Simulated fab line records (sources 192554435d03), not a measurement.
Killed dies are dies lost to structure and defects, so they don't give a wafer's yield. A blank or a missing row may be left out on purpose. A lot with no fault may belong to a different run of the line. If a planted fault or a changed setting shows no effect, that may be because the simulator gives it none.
Matching of chambers	flow n5_finfet	pecvd-02 running N5_BEOL_M1_PECVD_72: 3 sister chambers
The step deposits SiO2 from TEOS/O2, target thk 16 nm, time 18 s. 6 wafers are shown with their chamber, then 11 later ones without.

## WAFERS, EACH WITH ITS CHAMBER
wafer	chamber	throttle_valve_pct (%)	heater_power_w (W)
L081.6	2	21.8	810
L084.3	2	21.8	803
L087.3	1	21.0	674
L087.4	0	20.6	669
L087.5	0	20.7	674
L091.1	1	21.4	656

## WAFERS WHOSE CHAMBER IS MISSING
wafer	throttle_valve_pct (%)	heater_power_w (W)
L091.3	19.0	813
L091.6	21.0	660
L096.1	20.9	689
L096.2	19.3	749
L096.6	19.1	749
L095.1	19.3	794
L095.2	21.2	658
L095.5	20.6	693
L097.1	20.7	659
L097.3	19.1	718
L097.5	20.7	649

## THE CHAMBER EACH PASSED THROUGH
wafer	from the rows above	in truth
L091.3	2	2
L091.6	can't be placed: 1 or 0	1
L096.1	can't be placed: 0 or 1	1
L096.2	0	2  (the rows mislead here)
L096.6	0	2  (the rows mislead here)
L095.1	2	2
L095.2	1	1
L095.5	0	0
L097.1	can't be placed: 0 or 1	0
L097.3	0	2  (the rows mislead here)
L097.5	can't be placed: 0 or 1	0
Correct placement for 4 of the 11. Not placeable from these rows: 4 (in 4, the candidates include the true chamber). 3 placed wrongly.
How it was worked out, from the rows above alone: a wafer's distance from a chamber is the root of the sum, over the readings, of the square of ((its reading less the chamber's mean) divided by the reading's scatter). If the next closest chamber is less than 2 further off than the closest, the wafer can't be placed; otherwise it belongs to the closest. For every chamber, the mean is computed from those of its wafers that are shown. The scatter: take each reading less its chamber's mean, square it, sum over the shown wafers, divide by the number of wafers less the number of chambers, and take the root.
